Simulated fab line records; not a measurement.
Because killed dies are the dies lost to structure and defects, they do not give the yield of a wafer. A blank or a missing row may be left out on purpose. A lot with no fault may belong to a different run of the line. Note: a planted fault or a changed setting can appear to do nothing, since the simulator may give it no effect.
Matching of chambers | flow nand harc | NHARC_P_CONTACT_ALD_22 on ald metal-01 has 4 sister chambers
The step deposits TiN, target thk 3 nm, pulse time 1 s, ald cycles 150. 14 wafers are shown with their chamber, then 7 later ones without.

WAFERS, EACH WITH ITS CHAMBER
wafer  | chamber | heater power w (W) | precursor pulse height rel
L490.3 | 0       | 988                | 1.024
L490.4 | 2       | 1281               | 0.999
L490.6 | 3       | 929                | 1.021
L493.1 | 2       | 1303               | 1.047
L493.3 | 1       | 1158               | 0.983
L493.5 | 0       | 993                | 1.020
L495.2 | 3       | 921                | 0.957
L495.3 | 0       | 962                | 1.034
L495.5 | 0       | 990                | 0.996
L496.1 | 1       | 1134               | 0.983
L496.5 | 1       | 1122               | 1.020
L496.6 | 0       | 984                | 1.026
L498.1 | 3       | 934                | 0.997
L498.3 | 2       | 1298               | 1.010

SIGNATURES (means of the wafers above)
reading                    | chamber 0 | chamber 1 | chamber 2 | chamber 3 | scatter within a chamber
heater power w             | 983.40    | 1138.00   | 1294.00   | 928.00    | 12.8
precursor pulse height rel | 1.02000   | 0.99533   | 1.01867   | 0.99167   | 0.0226
Rule: for a wafer and a chamber, the distance is found by dividing, reading by reading, the gap between the wafer's reading and the chamber's mean by the reading's scatter, squaring, summing and taking the root. If the next closest chamber is less than 2 further off than the closest, the wafer can't be placed; otherwise it belongs to the closest. How the scatter is found: for the shown wafers, subtract from each reading the mean of its chamber, square and add these, divide the total by (wafers less chambers), then take the root.

WAFERS WITHOUT THEIR CHAMBER
wafer  | heater power w (W) | precursor pulse height rel
L498.4 | 963                | 1.006
L502.2 | 1273               | 1.013
L502.5 | 962                | 0.982
L502.6 | 929                | 0.991
L506.3 | 1285               | 1.017
L506.4 | 938                | 1.012
L506.5 | 1328               | 1.023

WHICH CHAMBER EACH ONE RAN IN
wafer  | from the rows above     | in truth
L498.4 | can't be placed: 0 or 3 | 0
L502.2 | 2                       | 2
L502.5 | can't be placed: 0 or 3 | 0
L502.6 | 3                       | 3
L506.3 | 2                       | 2
L506.4 | 3                       | 3
L506.5 | 2                       | 2
5 of 7 placed correctly. Unplaceable from these rows: 2, with the true chamber sitting among the candidates in 2. 0 placed wrongly.
